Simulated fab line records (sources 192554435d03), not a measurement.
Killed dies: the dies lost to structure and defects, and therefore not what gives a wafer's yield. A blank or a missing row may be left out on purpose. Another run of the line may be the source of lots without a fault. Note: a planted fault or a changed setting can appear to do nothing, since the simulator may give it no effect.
Matching of chambers | flow n5_finfet | 4 sister chambers for N5_BEOL_M0_SAQP_SPACER2_ALD_26 on ald_sin-01
The step deposits SiO2, target thk 15 nm, pulse time 1 s, purge time 2 s. 4 wafers are shown with their chamber, then 10 later ones without.

## WAFERS, EACH WITH ITS CHAMBER
wafer  | chamber | heater_power_w (W)
L090.5 | 1       | 476
L090.6 | 0       | 465
L091.3 | 2       | 489
L091.4 | 3       | 459

## WAFERS WITH NO CHAMBER GIVEN
wafer  | heater_power_w (W)
L091.6 | 454
L093.1 | 469
L093.2 | 476
L093.3 | 449
L093.4 | 475
L093.5 | 479
L093.6 | 466
L097.1 | 474
L097.3 | 464
L097.4 | 484

## THE CHAMBER EACH PASSED THROUGH
wafer  | from the rows above          | in truth
L091.6 | can't be placed: 3 or 0      | 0
L093.1 | can't be placed: 0 or 1 or 3 | 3
L093.2 | 1                            | 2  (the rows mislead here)
L093.3 | can't be placed: 3 or 0      | 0
L093.4 | 1                            | 1
L093.5 | can't be placed: 1 or 2      | 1
L093.6 | can't be placed: 0 or 3      | 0
L097.1 | can't be placed: 1 or 0      | 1
L097.3 | can't be placed: 0 or 3      | 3
L097.4 | can't be placed: 2 or 1      | 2
Correct placement for 1 of the 10. These rows do not allow placing 8 (true chamber among the candidates in 8). 1 placed wrongly.
How it was worked out, from the rows above alone: a wafer's distance from a chamber is the root of the sum, over the readings, of the square of ((its reading less the chamber's mean) divided by the reading's scatter). If the next closest chamber is less than 2 further off than the closest, the wafer can't be placed; otherwise it belongs to the closest. Each chamber's mean is taken over the wafers shown for it. The scatter: with one shown wafer a chamber, the root of the mean of the squares of how far each hidden wafer lies from its nearest shown one.
